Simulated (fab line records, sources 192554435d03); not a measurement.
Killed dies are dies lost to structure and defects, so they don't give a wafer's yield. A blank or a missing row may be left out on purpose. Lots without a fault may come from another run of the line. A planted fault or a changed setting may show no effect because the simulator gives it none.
Chamber matching | flow n5_finfet | N5_BEOL_M12_DEP_53 on pecvd-03: 3 sister chambers
The step deposits SiCN from 3MS/NH3, target thk 30 nm, time 10.5 s. 6 wafers are shown with their chamber, then 11 later ones without.

WAFERS WITH THEIR CHAMBER
wafer  | chamber | showerhead_plenum_p_Torr (Torr) | throttle_valve_pct (%)
L081.3 | 0       | 4.186                           | 20.0
L081.6 | 0       | 4.176                           | 19.7
L088.1 | 1       | 4.118                           | 18.2
L088.5 | 1       | 4.127                           | 18.3
L088.6 | 2       | 4.161                           | 17.9
L090.1 | 2       | 4.160                           | 18.2

WAFERS WITHOUT THEIR CHAMBER
wafer  | showerhead_plenum_p_Torr (Torr) | throttle_valve_pct (%)
L090.3 | 4.122                           | 18.6
L090.5 | 4.186                           | 19.5
L093.2 | 4.161                           | 18.2
L093.3 | 4.160                           | 17.8
L093.4 | 4.126                           | 18.4
L095.2 | 4.153                           | 18.0
L095.5 | 4.123                           | 18.3
L095.6 | 4.167                           | 17.7
L094.3 | 4.158                           | 18.1
L094.4 | 4.127                           | 18.3
L094.6 | 4.156                           | 18.3

WHICH CHAMBER EACH WENT THROUGH
wafer  | from the rows above | in truth
L090.3 | 1                   | 1
L090.5 | 0                   | 0
L093.2 | 2                   | 2
L093.3 | 2                   | 2
L093.4 | 1                   | 1
L095.2 | 2                   | 2
L095.5 | 1                   | 1
L095.6 | 2                   | 2
L094.3 | 2                   | 2
L094.4 | 1                   | 1
L094.6 | 2                   | 2
Placed correctly: 11 of 11. Can't be placed from these rows: 0. Placed wrongly: 0.
How it was worked out, from the rows above alone: a wafer's distance from a chamber is the root of the sum, over the readings, of the square of ((its reading less the chamber's mean) divided by the reading's scatter). The wafer belongs to the nearest chamber; if the next one is less than 2 further off, it can't be placed. A chamber's mean is the mean of its shown wafers. The scatter: the root of (the sum of the squares of (reading less its chamber's mean) over the shown wafers, divided by (wafers less chambers)).
